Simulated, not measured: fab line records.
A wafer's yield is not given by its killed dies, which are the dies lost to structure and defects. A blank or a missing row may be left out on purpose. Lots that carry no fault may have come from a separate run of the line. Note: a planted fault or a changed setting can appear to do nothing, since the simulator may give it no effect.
Comparing a struck lot with a sound one / flow n5-finfet / 21 out of 1938 route steps
Sound: these wafers, L118.1, L118.2, L118.5. Struck: wafers L127.2, L127.4 (left out: L127.3, a lot-mate that was not struck); the cause follows at the end.
At each step with rows: each side's tool, then ch and its chambers, then its first start. Under that, the readings that differ: sound wafers / struck wafers / difference of the means / sigmas: that difference in standard deviations of wafers without a fault.
alike: same words and numbers on both sides, and readings whose means sit less than 2 such deviations apart. not compared: any withheld reading, any reading some wafer has no value for, any bound like >300 that may hide the same value, and any number with overlapping values for which the record gives no deviation.
Wherever a step has rows on one side only, a row that says differs or no value, or a row with sigmas, the two part there. Numbers that don't overlap but have no deviation are shown without sigmas and don't part them. A reading that every wafer of one side lacks parts them only if that side has two wafers or more.

first, 3 steps without rows for these wafers: N5_HKMG_FIN_ALD_71 (deposits TiN, target thk 1 nm, pulse time 1 s, purge time 3 s); N5_HKMG_FIN_COAT_66 (time 60 s, resist thk 300 nm); N5_HKMG_FIN_ETCH_67 (etches SOC in N2/H2, stops on TiN, target depth 388.9 nm).
N5_HKMG_FIN_STRIP_90: strips SOC in N2/H2, time 20 s.
  sound on rie-diel-05 ch 0,2,3, day 4 13:23; struck on rie-diel-05 ch 0,1, day 7 04:34
  alike: bias-power-w, drypump-motor-current-A, oes-product-au, rf-vpp-V, showerhead-plenum-p-Torr, temp-c, throttle-valve-pct
  not compared: rf-hours-counter-h
then, 3 steps without rows for these wafers: N5_HKMG_FIN_WET_ETCH_73 (etches the open film in SC1, time 42.3 s, target depth 1.3 nm, rinse time 30 s); N5_HKMG_FIN_ETCHBACK_68 (etches the open film in Cl2/Ar, stops on HfO2, target depth 0.5 nm); N5_HKMG_FIN_STRIP_69 (strips in N2/H2, time 360 s).
N5_HKMG_FIN_ALD_21: deposits TiN, target thk 1.5 nm, pulse time 1 s, purge time 3 s.
  sound on ald-metal-03 ch 1,2,3, day 4 14:04; struck on ald-metal-03 ch 1,3, day 7 05:14
  alike: heater-power-w, precursor-pulse-height-rel
then, 4 steps without rows for these wafers: N5_HKMG_FIN_ALD_72 (deposits W, target thk 2 nm, pulse time 1 s, purge time 2 s); N5_HKMG_FIN_W_FILL_22 (material W, target thk 60 nm, time 18.2 s); N5_HKMG_FIN_PRECLEAN_83 (cleans in DIW, time 57.5 s); N5_HKMG_FIN_SRD_84 (dry time 32 s).
N5_HKMG_FIN_CMP_23: polishes, stops on SiNx, t overpolish 10 s, target thk 46.326 nm.
  sound on cmp-02 ch 0,1,2, day 4 14:36; struck on cmp-01 ch 1,2, day 7 05:52
reading=model.SiNx_of_SDB_ALD_29.thk-nm (nm); sound=28.6 28.6 28.6; struck=28.2 28.2; difference=-0.4; sigmas=
  alike: motor-current-A, overpolish-run-s, time-to-endpoint-s
  not compared: pad-life-wafers, model.W_of_HKMG_FIN_W_FILL_22.thk-nm
N5_HKMG_FIN_CMP_94: polishes, stops on SiNx, t overpolish 4.7 s, target thk 43.299 nm.
  sound on cmp-02 ch 0,1,2, day 4 15:05; struck on cmp-01 ch 1,2, day 7 06:17
  alike: motor-current-A
  not compared: pad-life-wafers
N5_HKMG_FIN_INSPECT_28: inspects for defects (darkfield).
  sound: defect-inspect-02 at day 4 15:19; struck: defect-inspect-02 at day 7 06:29
  alike: raw-defect-count
then, 1 step without rows for these wafers: N5_GATE_CUT_ETCHBACK_00 (etches W in SF6/Cl2).
N5_GATE_CUT_ETCH_56: etches TiN in Cl2/Ar, target depth 21.6 nm.
  sound on rie-metal-01 ch 0,1, day 4 15:28; struck on rie-metal-01 ch 0, day 7 06:47
  alike: drypump-motor-current-A, oes-product-au, throttle-valve-pct
  not compared: rf-hours-counter-h
N5_GATE_CUT_ETCHBACK_30: etches TiN in Cl2/Ar, target depth 3 nm.
  sound on rie-metal-01 ch 0,1, day 4 15:33; struck on rie-metal-01 ch 0, day 7 06:57
reading=model.SiNx_of_SDB_ALD_29.thk-nm (nm); sound=27 27 27; struck=26.6 26.6; difference=-0.4; sigmas=
  alike: drypump-motor-current-A, oes-product-au, throttle-valve-pct
  not compared: rf-hours-counter-h
N5_GATE_CUT_VAPOR_ETCH_60: etches HfO2 in BCl3/Cl2.
  sound on rie-metal-01 ch 0,1, day 4 15:35; struck on rie-metal-01 ch 0, day 7 07:01
  alike: drypump-motor-current-A, oes-product-au
-- the record jumps here: 4 days lie between the struck wafers' starts before and after (it left off in module GATE_CUT and takes up again in module BEOL_M4, whose first step shown is number 1111 of the route) --
N5_BEOL_M4_RC_MEAS_101:
  sound on prober-02 ch 0, day 9 00:00; struck on prober-01 ch 0, day 11 08:46
  alike: DIBL_N, DIBL_P, IOFF_N, IOFF_P, ION_N, ION_P, SS_N, SS_P, VT_N, VT_P
-- here the record skips 5 days between the struck wafers' starts before and after, leaving off in module BEOL_M4 and picking up in module PASSIVATION (first step shown: number 1936 of the route) --
N5_PASSIVATION_PROBE_49:
  sound: prober-02 at day 13 00:16; struck: prober-02 at day 15 23:12
reading=killed-at-front-end; sound=31 37 17; struck=61 50; difference=+27; sigmas=+3
reading=killed-at-other; sound=4 4 3; struck=18 4; difference=+7; sigmas=+2
reading=sort-yield-pct (%); sound=91.9 92.0 93.6; struck=89.3 90.1; difference=-2.8; sigmas=-2
  alike: defect-limited-yield, killed_at_M0_to_M3, killed_at_M4_up, killed-at-contacts, killed-dies, killed-open, killed-short, sort_bin_5_function, sort_bin_6_memory, sort-n-pass

WHERE THEY PART
At N5_PASSIVATION_PROBE_49 and nowhere else, as far as this record goes.

WHY: whatever the simulator had introduced
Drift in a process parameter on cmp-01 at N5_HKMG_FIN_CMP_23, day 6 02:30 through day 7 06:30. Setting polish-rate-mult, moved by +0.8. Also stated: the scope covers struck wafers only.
